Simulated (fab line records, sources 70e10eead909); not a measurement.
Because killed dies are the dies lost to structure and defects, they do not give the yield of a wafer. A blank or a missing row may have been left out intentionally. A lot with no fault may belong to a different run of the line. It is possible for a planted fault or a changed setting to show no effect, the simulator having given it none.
One fault through the eyes of 2 desks ; flow nandHarc ; each desk holds nothing but its own numbers, with what lay behind them at the end

THE METROLOGY DESK
What the gauges read for every lot (on any tool): the sampled wafers with a number, averaged. If a lot's mean is further than 4 standard deviations from the usual mean, the lot is out of limits and carries the mark OUT (the distance appears in the brackets).
Columns: A = cdNm at NHARC_THIN_TSV_CD_MEAS_16, usual 1000.3 nm
lot;first seen here;A
L555;day 18 19:23;999.0
L557;day 18 20:43;997.9
L554;day 18 21:52;999.8
L556;day 19 03:32;1000.7
L559;day 19 16:29;999.6
L564;day 21 01:01;1001.3
L568;day 21 13:01;999.8
L566;day 21 20:16;1002.0
L569;day 22 14:26;999.5
L573;day 23 02:23;1000.7
L572;day 23 09:07;1000.2
L576;day 24 16:35;1000.7
L575;day 24 17:49;1000.8
L577;day 25 02:31;998.8
Finding of this desk: none of the 14 lots has anything out of limits.

AT THE TOOL OWNER'S DESK: rieMetal-03
The tool's own readings at NHARC_THIN_TSV_ETCH_36 (etches the open film in Cl2/BCl3, target depth 65 nm, time 18.571 s): means of the sampled wafers that have a number, for each lot that ran on this tool. If a lot's mean is further than 4 standard deviations from the usual mean, the lot is out of limits and carries the mark OUT (the distance appears in the brackets).
Columns: A = chamberPressureMTorr at NHARC_THIN_TSV_ETCH_36, usual 9.999 mTorr; B = drypumpMotorCurrentA at NHARC_THIN_TSV_ETCH_36, usual 5.8 A; C = oesProductAu at NHARC_THIN_TSV_ETCH_36, usual 0.999 a.u.; D = runLengthS at NHARC_THIN_TSV_ETCH_36, usual 39.8 s
lot;first seen here;A;B;C;D
L557;day 19 02:17;9.997;5.7;1.005;39.7
L568;day 21 18:23;9.994;5.7;1.000;36.6 (-6.7) OUT
L566;day 22 01:53;9.995;5.7;1.007;38.3
L575;day 24 23:43;10.005;5.7;1.003;39.8
This desk's verdict: out of limits on L568, starting with L568 at day 21 18:23 (runLengthS at NHARC_THIN_TSV_ETCH_36). L557, L566, L575: within limits.

TAKEN TOGETHER
An alarm could have come from the tool owner's desk at day 21 18:23, on L568.
From the metrology desk's view, nothing was out of limits.
The metrology desk holds a record of L568, inside its limits.
Every lot named ran NHARC_THIN_TSV_ETCH_36 on rieMetal-03.

WHAT THE SIMULATOR PUT IN
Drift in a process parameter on rieMetal-03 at NHARC_THIN_TSV_ETCH_36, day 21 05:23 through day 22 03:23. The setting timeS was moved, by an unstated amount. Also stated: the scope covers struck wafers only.
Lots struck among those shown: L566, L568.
Delay in hours, fault start to first out-of-limits reading, by desk: the tool owner's desk at 13.
